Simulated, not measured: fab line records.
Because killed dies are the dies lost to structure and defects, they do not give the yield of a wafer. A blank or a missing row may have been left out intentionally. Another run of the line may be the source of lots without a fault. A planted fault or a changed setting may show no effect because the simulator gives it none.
fab line records	flow n5-finfet	part 1 of 2: steps 1 to 4 of 6
record lots=23	wafers=69	last-day=17
route steps=1938 shown BEOL_M2@929 BEOL_M3@948
lots untouched by any fault: they come from a run of this same line in which no faults occurred
start-h: hours from the record's first day to the start of the lot's first wafer shown	wait-h: hours from the lot's prior step to this one	" same as the row above	L1.1+2: a row that stands for several wafers	- either no value or no given start	* or withheld: withheld	< > ~ a bound
route shown NAME@n: a module of which the file shows steps, and the number in the route of the first	usual: the fault-free wafers' mean and standard deviation	same: alike in all rows	chamber/n: place in a boat	sites: each site's reading	_std_site: standard deviation of those values	_edge_site: the outer-site mean with the inner-site mean subtracted	radius-mm: how far each site lies from the wafer's centre	mask NAME#n: copy n	behind: the tool/chamber that last shaped the wafer	hold: what put the lot on hold/how long, in hours/how the hold closed	device: the transistor (n, p or np) that didn't switch	end of line: the route-end tests of the same wafers	step lacking rows: just its recipe	killed: count of dies lost to structure and defects at first sort (not the wafer's yield)	map: the dies of a wafer, with x for killed, . for not killed, _ for no die there
set.NAME: setting as actually run; set.NAME@STEP: the setting as run at that earlier step	model.NAME: the simulator's own value behind a step, which no gauge read
one table for each step of the route and one row for each wafer, over a sample of lots
services: the hour from which a tool's chamber was out of use, counted from the record's first day as start-h (under 0 if before that day), plus the number of hours and why
## steps
# step N5_BEOL_M2_RS_MEAS_58
# recipe thk-meas-gauge=four-point-probe	reads=Co_of_BEOL_M2_CO_CAP_55+Cu_of_BEOL_M2_ECD_50+Co_of_BEOL_M2_CVD_47+TaN_of_BEOL_M2_ALD_84
# usual M2_RS=0.70/0.037
lot.wafer	tool	chamber	start-h	wait-h	M2_RS[ohm/sq]
L074.1	film-metro-01	-	141.24	0.0	0.77
L074.2	"	-	"	"	0.75
L074.3	"	-	"	"	0.72
L075.3	film-metro-01	-	144.47	0.1	0.66
L075.4	"	-	"	"	0.67
L075.5	"	-	"	"	0.64
L076.1	film-metro-01	-	152.84	0.0	0.74
L076.2	"	-	"	"	0.69
L076.6	"	-	"	"	0.72
L078.3	film-metro-02	-	164.12	0.1	0.67
L078.4	"	-	"	"	0.64
L078.5	"	-	"	"	0.69
L079.1	film-metro-02	-	169.55	0.0	0.71
L079.2	"	-	"	"	0.69
L079.6	"	-	"	"	0.67
L080.2	film-metro-01	-	172.71	0.1	0.71
L080.3	"	-	"	"	0.70
L080.4	"	-	"	"	0.76
L081.4	film-metro-01	-	186.68	0.0	0.71
L081.5	"	-	"	"	0.69
L081.6	"	-	"	"	0.69
L082.2	film-metro-01	-	190.69	0.1	0.79
L082.4	"	-	"	"	0.77
L082.6	"	-	"	"	0.78
L083.2	film-metro-02	-	201.44	0.1	0.69
L083.3	"	-	"	"	0.75
L083.4	"	-	"	"	0.73
L084.1	film-metro-02	-	202.26	0.0	0.77
L084.3	"	-	"	"	0.74
L084.5	"	-	"	"	0.78
L085.4	film-metro-02	-	205.52	0.0	0.70
L085.5	"	-	"	"	0.69
L085.6	"	-	"	"	0.71
L086.3	film-metro-02	-	207.21	0.1	0.74
L086.4	"	-	"	"	0.72
L086.5	"	-	"	"	0.75
L087.1	film-metro-02	-	220.95	0.0	0.71
L087.2	"	-	"	"	0.70
L087.3	"	-	"	"	0.69
L088.1	film-metro-02	-	224.95	0.1	0.67
L088.2	"	-	"	"	0.67
L088.6	"	-	"	"	0.71
L089.1	film-metro-01	-	232.90	0.0	0.70
L089.4	"	-	"	"	0.70
L089.6	"	-	"	"	0.70
L090.1	film-metro-02	-	237.64	0.0	0.71
L090.3	"	-	"	"	0.68
L090.4	"	-	"	"	0.72
L091.2	film-metro-02	-	240.65	0.1	0.67
L091.4	"	-	"	"	0.67
L091.5	"	-	"	"	0.67
L092.2	film-metro-02	-	249.96	0.1	0.68
L092.3	"	-	"	"	0.70
L092.6	"	-	"	"	0.72
L093.1	film-metro-02	-	252.76	0.1	0.73
L093.5	"	-	"	"	0.73
L093.6	"	-	"	"	0.76
L094.1	film-metro-01	-	260.01	0.0	0.67
L094.3	"	-	"	"	0.66
L094.4	"	-	"	"	0.67
L095.1	film-metro-01	-	263.10	0.0	0.69
L095.4	"	-	"	"	0.69
L095.5	"	-	"	"	0.62
L096.3	film-metro-01	-	274.83	0.1	0.72
L096.5	"	-	"	"	0.68
L096.6	"	-	"	"	0.67
L097.1	film-metro-01	-	277.44	0.0	0.68
L097.4	"	-	"	"	0.68
L097.5	"	-	"	"	0.66
# step N5_BEOL_M3_ETCH_74
# recipe chemistry=N2/H2	target=underlayer	target-depth-a=65	mask-material=CAR-EUV	time-s=5.2	ion-energy-ev=200	pressure-mtorr=30	source-w=840	bias-w=150	n2-flow-sccm=200	h2-flow-sccm=200	ends=cleared
# usual drypump-motor-current-A=5.9/0.34	etch-rf-on-time-s=5.17/0.1	oes-product-au=0.64/0.043	rf-vpp-V=523.2/2.7	showerhead-plenum-p-Torr=2.52/0.088	throttle-valve-pct=17.96/0.13
lot.wafer	tool	chamber	start-h	wait-h	drypump-motor-current-A	etch-rf-on-time-s	oes-product-au	rf-hours-counter-h	rf-vpp-V	showerhead-plenum-p-Torr	throttle-valve-pct
L074.1	rie-diel-04	1	142.09	0.0	5.9	5.12	0.61	211	524.3	2.62	17.73
L074.2	"	3	"	"	5.6	5.13	0.66	140	525.2	2.66	17.82
L074.3	"	2	"	"	5.7	5.18	0.65	158	525.5	2.53	17.89
L075.3	rie-diel-06	2	145.37	0.0	5.7	5.02	0.66	157	521.3	2.44	17.85
L075.4	"	3	"	"	6.0	5.14	0.64	155	521.1	2.45	18.08
L075.5	"	2	"	"	5.6	5.03	0.66	-	520.1	2.44	17.83
L076.1	rie-diel-04	1	154.73	0.0	5.9	5.07	0.61	215	525.1	2.62	17.75
L076.2	"	3	"	"	5.6	5.12	0.65	144	527.4	2.66	17.81
L076.6	"	3	"	"	5.6	5.15	0.66	-	526.3	2.66	17.82
L078.3	rie-diel-04	2	166.10	0.0	5.7	5.11	0.65	163	524.5	2.53	17.89
L078.4	"	0	"	"	6.4	5.32	0.62	212	522.2	2.51	18.11
L078.5	"	1	"	"	5.9	5.02	0.62	-	526.0	2.62	17.78
L079.1	rie-diel-02	0	172.20	0.0	5.5	5.02	0.80	7	525.4	2.62	17.92
L079.2	"	3	"	"	6.3	5.16	0.65	128	527.2	2.56	17.87
L079.6	"	1	"	"	5.5	5.14	0.68	-	529.0	2.67	17.94
L080.2	rie-diel-06	2	175.20	0.0	5.7	5.00	0.66	166	519.5	2.43	17.86
L080.3	"	1	"	"	6.5	5.10	0.66	160	523.6	2.54	18.04
L080.4	"	3	"	"	5.9	5.20	0.64	165	519.7	2.45	18.13
L081.4	rie-diel-04	0	187.96	0.0	6.4	5.42	0.60	218	523.8	2.50	18.15
L081.5	"	2	"	"	5.7	5.26	0.64	-	525.1	2.52	17.89
L081.6	"	3	"	"	5.7	5.18	0.65	-	526.6	2.65	17.85
L082.2	rie-diel-02	0	191.68	0.0	5.5	5.09	0.78	13	524.9	2.61	17.95
L082.4	"	3	"	"	6.3	5.21	0.63	133	525.8	2.55	17.91
L082.6	"	2	"	"	5.9	5.16	0.62	-	521.1	2.41	17.76
L083.2	rie-diel-02	2	203.78	0.0	5.9	5.15	0.62	183	520.8	2.41	17.75
L083.3	"	0	"	"	5.5	5.11	0.79	15	525.5	2.61	17.94
L083.4	"	1	"	"	5.5	5.14	0.69	104	530.4	2.67	18.00
L084.1	rie-diel-06	2	204.36	0.0	5.7	5.15	0.64	176	520.5	2.43	17.85
L084.3	"	1	"	"	6.5	5.25	0.65	169	520.9	2.54	18.10
L084.5	"	3	"	"	6.0	5.25	0.62	-	521.0	2.44	18.13
L085.4	rie-diel-02	2	206.61	0.0	5.8	5.18	0.61	184	518.0	2.41	17.75
L085.5	"	1	"	"	5.5	5.09	0.68	-	526.2	2.66	18.00
L085.6	"	0	"	"	5.5	5.02	0.79	-	524.9	2.61	17.91
L086.3	rie-diel-04	2	209.29	0.0	5.7	5.22	0.63	175	522.9	2.52	17.91
L086.4	"	0	"	"	6.4	5.42	0.60	225	523.0	2.50	18.12
L086.5	"	2	"	"	5.7	5.26	0.62	-	523.7	2.52	17.93
L087.1	rie-diel-04	0	222.14	0.0	6.4	5.40	0.60	229	521.7	2.50	18.14
L087.2	"	1	"	"	5.9	5.17	0.59	236	527.1	2.61	17.78
L087.3	"	3	"	"	5.6	5.24	0.64	164	526.7	2.65	17.85
L088.1	rie-diel-04	0	227.50	0.0	6.4	5.39	0.60	230	523.3	2.50	18.16
L088.2	"	1	"	"	5.9	5.14	0.59	238	523.6	2.61	17.81
L088.6	"	2	"	"	5.7	5.18	0.62	-	523.9	2.52	17.92
L089.1	rie-diel-06	3	234.07	0.0	5.9	5.14	0.62	183	518.8	2.44	18.14
L089.4	"	2	"	"	5.7	5.03	0.64	186	519.2	2.42	17.90
L089.6	"	2	"	"	5.6	5.00	0.65	-	521.9	2.42	17.91
L090.1	rie-diel-06	3	239.48	0.0	5.9	5.20	0.63	185	521.2	2.44	18.14
L090.3	"	0	"	"	5.7	5.24	0.59	212	521.8	2.40	18.13
L090.4	"	1	"	"	6.5	5.15	0.64	180	522.2	2.53	18.10
L091.2	rie-diel-04	2	241.58	0.0	5.7	5.23	0.62	185	522.6	2.52	17.93
L091.4	"	1	"	"	5.9	5.12	0.59	242	524.4	2.60	17.79
L091.5	"	0	"	"	6.5	5.31	0.60	-	522.1	2.50	18.12
L092.2	rie-diel-06	3	251.18	0.0	6.0	5.30	0.61	188	520.6	2.44	18.13
L092.3	"	1	"	"	6.5	5.16	0.64	185	524.6	2.53	18.12
L092.6	"	0	"	"	5.7	5.21	0.59	-	520.5	2.40	18.12
L093.1	rie-diel-04	0	253.57	0.0	6.4	5.38	0.59	238	521.4	2.50	18.15
L093.5	"	3	"	"	5.6	5.24	0.63	-	525.7	2.64	17.87
L093.6	"	0	"	"	6.4	5.45	0.59	-	520.7	2.50	18.15
L094.1	rie-diel-06	3	261.16	0.0	6.0	5.23	0.62	191	520.8	2.43	18.13
L094.3	"	2	"	"	5.7	5.04	0.63	194	518.3	2.42	17.91
L094.4	"	1	"	"	6.5	5.07	0.65	188	523.6	2.53	18.10
L095.1	rie-diel-06	1	265.69	0.0	6.6	5.05	0.66	189	525.1	2.53	18.07
L095.4	"	0	"	"	5.7	5.22	0.59	220	522.3	2.40	18.12
L095.5	"	1	"	"	6.6	5.11	0.66	-	524.3	2.53	18.09
L096.3	rie-diel-06	0	275.61	0.0	5.8	5.23	0.59	222	520.2	2.40	18.11
L096.5	"	0	"	"	5.7	5.33	0.58	-	521.9	2.40	18.14
L096.6	"	1	"	"	6.6	5.11	0.63	-	522.6	2.53	18.11
L097.1	rie-diel-02	0	278.69	0.0	5.5	5.06	0.76	34	525.6	2.60	17.97
L097.4	"	3	"	"	6.3	5.18	0.62	159	525.7	2.54	17.91
L097.5	"	3	"	"	6.3	5.16	0.62	-	522.8	2.54	17.90
# step N5_BEOL_M3_HM_OPEN_17
# recipe chemistry=Cl2/BCl3	target-depth-a=200	overetch-a=60	target=TiN	mask-material=SOC	ion-energy-ev=150	pressure-mtorr=10	icp-w=1000	bias-w=126	Cl2_flow_sccm=53.25	bcl3-flow-sccm=21.75	Ar_flow_sccm=25
# usual bcl3-flow-sccm=21.75/0.073	drypump-motor-current-A=5.6/0.38	oes-product-au=0.66/0.096	throttle-valve-pct=22.2/0.34
lot.wafer	tool	chamber	start-h	wait-h	bcl3-flow-sccm	drypump-motor-current-A	oes-product-au	rf-hours-counter-h	throttle-valve-pct
L074.1	rie-metal-02	1	142.31	0.0	21.78	5.9	0.56	102	22.2
L074.2	"	0	"	"	21.82	5.4	0.59	84	22.8
L074.3	"	0	"	"	21.80	5.4	0.58	-	22.8
L075.3	rie-metal-01	0	145.61	0.1	21.70	5.7	0.73	-	22.1
L075.4	"	1	"	"	21.70	6.0	0.71	-	21.7
L075.5	"	1	"	"	21.71	6.0	0.70	-	21.7
L076.1	rie-metal-03	0	154.94	0.0	21.66	5.7	0.51	129	22.6
L076.2	"	1	"	"	21.65	4.8	0.52	124	22.5
L076.6	"	1	"	"	21.65	4.8	0.52	-	22.5
L078.3	rie-metal-01	1	166.35	0.1	21.70	6.0	0.70	-	21.7
L078.4	"	0	"	"	21.70	5.7	0.72	-	22.1
L078.5	"	1	"	"	21.64	6.0	0.70	-	21.7
L079.1	rie-metal-01	1	172.41	0.0	21.72	6.0	0.69	30	21.7
L079.2	"	0	"	"	21.69	5.7	0.71	17	22.1
L079.6	"	0	"	"	21.77	5.7	0.71	-	22.1
L080.2	rie-metal-01	0	175.42	0.0	21.78	5.7	0.72	18	22.1
L080.3	"	1	"	"	21.69	6.0	0.70	-	21.7
L080.4	"	0	"	"	21.64	5.7	0.71	-	22.1
L081.4	rie-metal-03	1	188.20	0.1	21.82	4.8	0.52	-	22.5
L081.5	"	1	"	"	21.86	4.8	0.51	-	22.5
L081.6	"	0	"	"	21.80	5.7	0.50	-	22.6
L082.2	rie-metal-01	0	191.89	0.0	21.71	5.7	0.71	19	22.1
L082.4	"	1	"	"	21.61	6.0	0.69	-	21.8
L082.6	"	1	"	"	21.67	6.0	0.69	-	21.7
L083.2	rie-metal-01	0	204.00	0.0	21.78	5.7	0.70	20	22.1
L083.3	"	0	"	"	21.78	5.7	0.70	-	22.1
L083.4	"	1	"	"	21.81	6.0	0.69	-	21.7
L084.1	rie-metal-03	1	204.57	0.0	21.82	4.9	0.52	129	22.5
L084.3	"	0	"	"	21.68	5.8	0.51	-	22.6
L084.5	"	1	"	"	21.67	4.8	0.52	-	22.5
L085.4	rie-metal-02	1	206.85	0.1	21.76	5.9	0.56	-	22.2
L085.5	"	1	"	"	21.86	6.0	0.55	-	22.2
L085.6	"	0	"	"	21.83	5.4	0.56	-	22.8
L086.3	rie-metal-02	0	209.53	0.1	21.85	5.4	0.56	-	22.8
L086.4	"	1	"	"	21.79	5.9	0.55	-	22.2
L086.5	"	0	"	"	21.80	5.4	0.57	-	22.8
L087.1	rie-metal-01	0	222.36	0.0	21.79	5.7	0.69	22	22.1
L087.2	"	1	"	"	21.73	6.0	0.69	35	21.8
L087.3	"	0	"	"	21.66	5.7	0.69	-	22.1
L088.1	rie-metal-02	0	227.71	0.0	21.69	5.4	0.56	92	22.8
L088.2	"	1	"	"	21.75	5.9	0.54	110	22.2
L088.6	"	1	"	"	21.86	5.9	0.54	-	22.2
L089.1	rie-metal-01	1	234.29	0.0	21.74	6.0	0.69	36	21.7
L089.4	"	1	"	"	21.73	6.0	0.68	-	21.7
L089.6	"	0	"	"	21.79	5.7	0.70	-	22.1
L090.1	rie-metal-03	0	239.69	0.0	21.69	5.8	0.78	3	22.4
L090.3	"	0	"	"	21.69	5.8	0.79	-	22.4
L090.4	"	1	"	"	21.73	4.8	0.85	-	22.2
L091.2	rie-metal-02	0	241.79	0.0	21.74	5.4	0.57	93	22.8
L091.4	"	0	"	"	21.73	5.4	0.57	-	22.8
L091.5	"	1	"	"	21.77	5.9	0.55	-	22.2
L092.2	rie-metal-03	0	251.39	0.0	21.96	5.7	0.79	4	22.4
L092.3	"	0	"	"	21.86	5.8	0.78	-	22.4
L092.6	"	0	"	"	21.84	5.8	0.79	-	22.4
L093.1	rie-metal-01	0	253.78	0.0	21.69	5.7	0.69	25	22.1
L093.5	"	1	"	"	21.77	6.0	0.68	-	21.8
L093.6	"	0	"	"	21.80	5.7	0.69	-	22.1
L094.1	rie-metal-01	0	261.38	0.0	21.74	5.7	0.69	26	22.1
L094.3	"	0	"	"	21.66	5.7	0.70	-	22.1
L094.4	"	1	"	"	21.67	6.0	0.67	-	21.7
L095.1	rie-metal-03	0	265.90	0.0	21.73	5.7	0.77	6	22.4
L095.4	"	0	"	"	21.71	5.7	0.77	-	22.4
L095.5	"	0	"	"	21.78	5.8	0.77	-	22.4
L096.3	rie-metal-03	1	275.85	0.1	21.83	4.9	0.79	-	22.2
L096.5	"	1	"	"	21.84	4.8	0.79	-	22.2
L096.6	"	0	"	"	21.73	5.7	0.76	-	22.4
L097.1	rie-metal-01	0	278.91	0.0	21.84	5.7	0.69	27	22.1
L097.4	"	0	"	"	21.73	5.7	0.70	-	22.1
L097.5	"	0	"	"	21.78	5.7	0.68	-	22.1
# step N5_BEOL_M3_STRIP_19
# recipe chemistry=O2	power-w=400	temp-c=40	pressure-mtorr=30	rf-frequency-hz=6e+07	bias-power-w=0	overash-fraction=0.2	o2-flow-sccm=225
# usual drypump-motor-current-A=5.9/0.35	oes-product-au=0.74/0.047	rf-vpp-V=3.7/0.49	showerhead-plenum-p-Torr=2.06/0.066	throttle-valve-pct=16.79/0.12
lot.wafer	tool	chamber	start-h	wait-h	drypump-motor-current-A	oes-product-au	rf-hours-counter-h	rf-vpp-V	showerhead-plenum-p-Torr	throttle-valve-pct
L074.1	rie-diel-04	2	142.42	0.1	5.6	0.74	158	3.7	2.08	16.63
L074.2	"	0	"	"	6.4	0.71	204	3.0	2.09	17.07
L074.3	"	1	"	"	5.9	0.71	211	4.0	2.16	16.61
L075.3	rie-diel-06	3	145.69	0.1	5.9	0.75	155	3.2	2.00	16.71
L075.4	"	1	"	"	6.5	0.77	153	3.6	2.09	16.79
L075.5	"	1	"	"	6.6	0.77	-	3.8	2.09	16.78
L076.1	rie-diel-06	0	155.05	0.1	5.7	0.72	183	3.5	1.99	16.85
L076.2	"	3	"	"	6.0	0.74	157	4.2	2.00	16.73
L076.6	"	2	"	"	5.6	0.75	-	2.9	2.02	16.81
L078.3	rie-diel-06	2	166.57	0.2	5.7	0.76	164	3.3	2.02	16.81
L078.4	"	0	"	"	5.7	0.72	-	3.3	1.99	16.84
L078.5	"	3	"	"	5.9	0.74	-	3.9	2.00	16.73
L079.1	rie-diel-02	3	172.52	0.1	6.3	0.76	128	4.3	2.11	16.64
L079.2	"	2	"	"	5.9	0.73	174	3.2	2.00	16.64
L079.6	"	3	"	"	6.3	0.75	-	4.6	2.11	16.64
L080.2	rie-diel-02	3	175.70	0.3	6.3	0.75	128	3.9	2.11	16.64
L080.3	"	1	"	"	5.5	0.79	96	3.8	2.19	16.73
L080.4	"	0	"	"	5.5	0.93	8	4.3	2.14	16.58
L081.4	rie-diel-06	2	188.29	0.1	5.6	0.74	171	3.0	2.02	16.83
L081.5	"	3	"	"	5.9	0.74	-	3.5	2.00	16.75
L081.6	"	0	"	"	5.7	0.71	-	4.0	1.99	16.87
L082.2	rie-diel-06	0	192.00	0.1	5.7	0.71	196	3.9	1.99	16.85
L082.4	"	3	"	"	5.9	0.73	170	3.2	2.00	16.74
L082.6	"	1	"	"	6.5	0.75	-	3.9	2.08	16.79
L083.2	rie-diel-06	3	204.28	0.2	5.9	0.72	174	3.8	1.99	16.74
L083.3	"	1	"	"	6.5	0.76	169	3.5	2.08	16.81
L083.4	"	0	"	"	5.7	0.70	200	3.6	1.99	16.88
L084.1	rie-diel-02	1	205.00	0.4	5.4	0.80	105	3.1	2.19	16.76
L084.3	"	0	"	"	5.5	0.92	16	3.9	2.14	16.60
L084.5	"	3	"	"	6.3	0.75	-	3.8	2.10	16.66
L085.4	rie-diel-06	0	206.93	0.1	5.7	0.70	201	3.9	1.99	16.91
L085.5	"	1	"	"	6.6	0.76	-	4.4	2.08	16.81
L085.6	"	2	"	"	5.7	0.74	-	3.1	2.02	16.83
L086.3	rie-diel-04	0	209.73	0.2	6.4	0.70	225	3.0	2.08	17.12
L086.4	"	2	"	"	5.7	0.73	176	4.1	2.07	16.66
L086.5	"	3	"	"	5.6	0.75	-	4.0	2.17	16.64
L087.1	rie-diel-02	1	222.52	0.1	5.5	0.80	110	4.5	2.19	16.74
L087.2	"	3	"	"	6.3	0.75	143	3.5	2.10	16.67
L087.3	"	2	"	"	5.8	0.73	190	2.7	2.00	16.67
L088.1	rie-diel-04	1	227.82	0.1	5.9	0.69	238	2.9	2.16	16.67
L088.2	"	3	"	"	5.6	0.75	167	3.9	2.17	16.66
L088.6	"	0	"	"	6.4	0.71	-	3.6	2.08	17.11
L089.1	rie-diel-06	0	234.40	0.1	5.7	0.71	210	3.7	1.98	16.89
L089.4	"	2	"	"	5.6	0.73	186	3.1	2.01	16.88
L089.6	"	2	"	"	5.6	0.74	-	4.0	2.01	16.83
L090.1	rie-diel-06	2	239.81	0.1	5.7	0.74	187	4.3	2.01	16.86
L090.3	"	1	"	"	6.5	0.76	181	4.0	2.08	16.83
L090.4	"	0	"	"	5.7	0.70	212	3.9	1.98	16.90
L091.2	rie-diel-04	0	241.90	0.1	6.5	0.70	235	3.1	2.08	17.12
L091.4	"	1	"	"	5.9	0.69	242	3.7	2.15	16.67
L091.5	"	2	"	"	5.7	0.73	-	3.3	2.07	16.68
L092.2	rie-diel-06	0	251.52	0.1	5.7	0.69	216	4.1	1.98	16.90
L092.3	"	2	"	"	5.6	0.73	191	2.5	2.01	16.88
L092.6	"	3	"	"	5.9	0.72	-	2.6	1.99	16.78
L093.1	rie-diel-06	2	253.89	0.1	5.7	0.72	192	3.3	2.01	16.87
L093.5	"	2	"	"	5.7	0.73	-	4.1	2.01	16.87
L093.6	"	1	"	"	6.5	0.75	-	3.6	2.08	16.84
L094.1	rie-diel-04	2	261.49	0.1	5.6	0.72	191	4.0	2.07	16.69
L094.3	"	3	"	"	5.7	0.74	177	4.5	2.17	16.69
L094.4	"	0	"	"	6.4	0.69	241	3.2	2.08	17.14
L095.1	rie-diel-06	2	266.01	0.1	5.6	0.73	195	3.6	2.01	16.87
L095.4	"	3	"	"	5.9	0.72	193	3.7	1.99	16.78
L095.5	"	0	"	"	5.7	0.70	-	4.3	1.98	16.92
L096.3	rie-diel-06	1	276.01	0.1	6.5	0.73	192	3.6	2.08	16.84
L096.5	"	0	"	"	5.8	0.69	-	3.7	1.98	16.90
L096.6	"	1	"	"	6.5	0.74	-	4.1	2.08	16.84
L097.1	rie-diel-06	1	279.02	0.1	6.5	0.74	193	2.8	2.08	16.85
L097.4	"	3	"	"	5.9	0.71	194	3.2	1.99	16.79
L097.5	"	1	"	"	6.5	0.74	-	3.3	2.08	16.86
